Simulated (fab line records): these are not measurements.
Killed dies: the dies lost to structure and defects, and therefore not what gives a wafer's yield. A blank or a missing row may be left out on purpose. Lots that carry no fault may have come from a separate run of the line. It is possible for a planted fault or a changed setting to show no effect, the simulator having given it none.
Comparing a struck lot with a sound one ; flow nand harc ; 38 steps out of a route of 1302
Sound: the wafers L705.1, L705.3, L705.4. Struck: wafer L720.1. Last of all comes the cause.
For every step that has rows: the tool of each side, followed by ch and its chambers, followed by its first start. Under that, the readings that differ: sound wafers ; struck wafers ; difference of the means ; sigmas: that difference in standard deviations of wafers without a fault.
alike: words and numbers the same on both sides, and readings whose means are apart by under 2 such deviations; not compared: readings that were withheld, readings missing a value for some wafer, numbers with overlapping values and no deviation given by the record, and bounds like >300 which may hide the same value.
The two part at a step that has a row with sigmas, a row that says differs or no value, or rows on one side only. Numbers that don't overlap but have no deviation are shown without sigmas and don't part them. Lack of a reading on every wafer of one side parts them only where that side has two or more wafers.

first, 3 steps without rows for these wafers: NHARC_A_STAIRCASE_PEB_308 (peb time 130 s); NHARC_A_STAIRCASE_DEVELOP_309 (time 140 s); NHARC_A_STAIRCASE_HARDBAKE_311 (time 140 s).
NHARC_A_STAIRCASE_DESCUM_312: chemistry O2, time 3 s.
  sound on rie diel-04 ch 0,1,2, day 18 15:49; struck on rie diel-01 ch 0, day 25 00:26
reading;sound;struck;difference;sigmas
rf hours counter h (h);20 19 20;7;-13;
  alike: drypump motor current A, oes product au, rf vpp V, showerhead plenum p Torr, throttle valve pct
then, 7 steps without rows for these wafers: NHARC_A_STAIRCASE_ETCH_313 (etches the open film in CF4/CHF3); NHARC_A_STAIRCASE_HM_OPEN_463 (chemistry O2/COS); NHARC_A_STAIRCASE_STRIP_464 (strips in O2/COS); NHARC_A_STAIRCASE_ETCH_453 (etches the open film in CF4/O2, target depth 30 nm, overetch 3 nm, time 16.5 s); NHARC_A_STAIRCASE_ETCH_315 (etches the open film in C4F8/O2/Ar, target depth 2500 nm, time 607.1 s); NHARC_A_STAIRCASE_STRIP_316 (strips in O2); NHARC_A_STAIRCASE_STRIP_317 (strips in SPM, time 900 s).
NHARC_A_STAIRCASE_PRECLEAN_318: cleans in SC1.
  sound on wet bench-06 ch 2,4,5, day 18 17:20; struck on wet bench-06 ch 5, day 25 02:49
reading;sound;struck;difference;sigmas
nh4oh flow mL min;28.11 28.37 28.24;28.44;+0.20;+2
then, 1 step without rows for these wafers: NHARC_A_STAIRCASE_SRD_329.
NHARC_A_STAIRCASE_ALD_415: deposits SiO2, target thk 30 nm, pulse time 6 s, ald cycles 300.
  sound on ald hk-03 ch 0,1,3, day 18 17:47; struck on ald hk-01 ch 3, day 25 03:44
  alike: heater power w, precursor pulse height rel
NHARC_A_STAIRCASE_ETCHBACK_416: etches the open film in C4F8/O2/Ar, target depth 36 nm, time 7.2 s.
  sound on rie diel-04 ch 1,2; struck on rie diel-04 ch 1
reading;sound;struck;difference;sigmas
rf vpp V (V);732 718 731;716;-11;-2
  alike: oes product au
  not compared: rf hours counter h
then, 7 steps without rows for these wafers: NHARC_A_STAIRCASE_STRIP_476 (strips in O2, time 20 s); NHARC_A_STAIRCASE_DEP_417 (deposits Si3N4, target thk 60 nm); NHARC_A_STAIRCASE_WET_418 (chemistry H3PO4, target depth 20 nm); NHARC_A_STAIRCASE_PRECLEAN_419 (cleans in SC1); NHARC_A_STAIRCASE_SRD_421; NHARC_A_STAIRCASE_ALD_420 (deposits SiO2, target thk 20 nm, pulse time 6 s, ald cycles 200); NHARC_A_STAIRCASE_CVD_552 (deposits SiNx, target thk 40 nm).
NHARC_A_STAIRCASE_DEP_151: deposits SiO2, target thk 7200 nm.
  sound on pecvd-02 ch 0,1,2, day 19 07:03; struck on pecvd-04 ch 1, day 25 17:22
  alike: heater power w, mfc precursor sccm
then, 1 step without rows for these wafers: NHARC_A_STAIRCASE_ANNEAL_320 (time 1800 s).
NHARC_A_STAIRCASE_DEP_322: deposits SiO2, target thk 7200 nm.
  sound on pecvd-01 ch 0,1, day 19 16:48; struck on pecvd-02 ch 2, day 26 02:18
  alike: heater power w, mfc precursor sccm
then, 11 steps without rows for these wafers: NHARC_A_STAIRCASE_ANNEAL_323 (time 1800 s); NHARC_A_STAIRCASE_DEP_325 (deposits SiO2, target thk 7200 nm); NHARC_A_STAIRCASE_ANNEAL_326 (time 1800 s); NHARC_A_STAIRCASE_DEHYDRATE_433 (time 120 s); NHARC_A_STAIRCASE_HMDS_434 (time 30 s); NHARC_A_STAIRCASE_COAT_435; NHARC_A_STAIRCASE_SOFTBAKE_436 (time 170 s); NHARC_A_STAIRCASE_EBR_437; NHARC_A_STAIRCASE_EXPOSE_438 (exposes mask STAIR REV); NHARC_A_STAIRCASE_PEB_439 (peb time 130 s); NHARC_A_STAIRCASE_DEVELOP_440 (time 140 s).
NHARC_A_SGD_CUT_DEP_00: deposits SiNx, target thk 50 nm.
  sound on pecvd-01 ch 0,2, day 21 00:38; struck on pecvd-03 ch 1, day 27 05:44
reading;sound;struck;difference;sigmas
hold;- - -;await dispo/3.1h/release;no value on the sound wafers;
  alike: heater power w
-- record jumps: 6 days between struck wafers' starts before vs after; left off in module A_SGD_CUT, resumes in module END, first step shown is number 1302 of the route --
NHARC_END_SORT_01:
  the record has rows for the struck wafers here (prober-01 ch 0, day 33 13:34) and none for the sound ones

## WHERE THEY PART
Last at NHARC_END_SORT_01 as far as this record goes, first at NHARC_A_STAIRCASE_PRECLEAN_318.

WHY: the cause the simulator had injected
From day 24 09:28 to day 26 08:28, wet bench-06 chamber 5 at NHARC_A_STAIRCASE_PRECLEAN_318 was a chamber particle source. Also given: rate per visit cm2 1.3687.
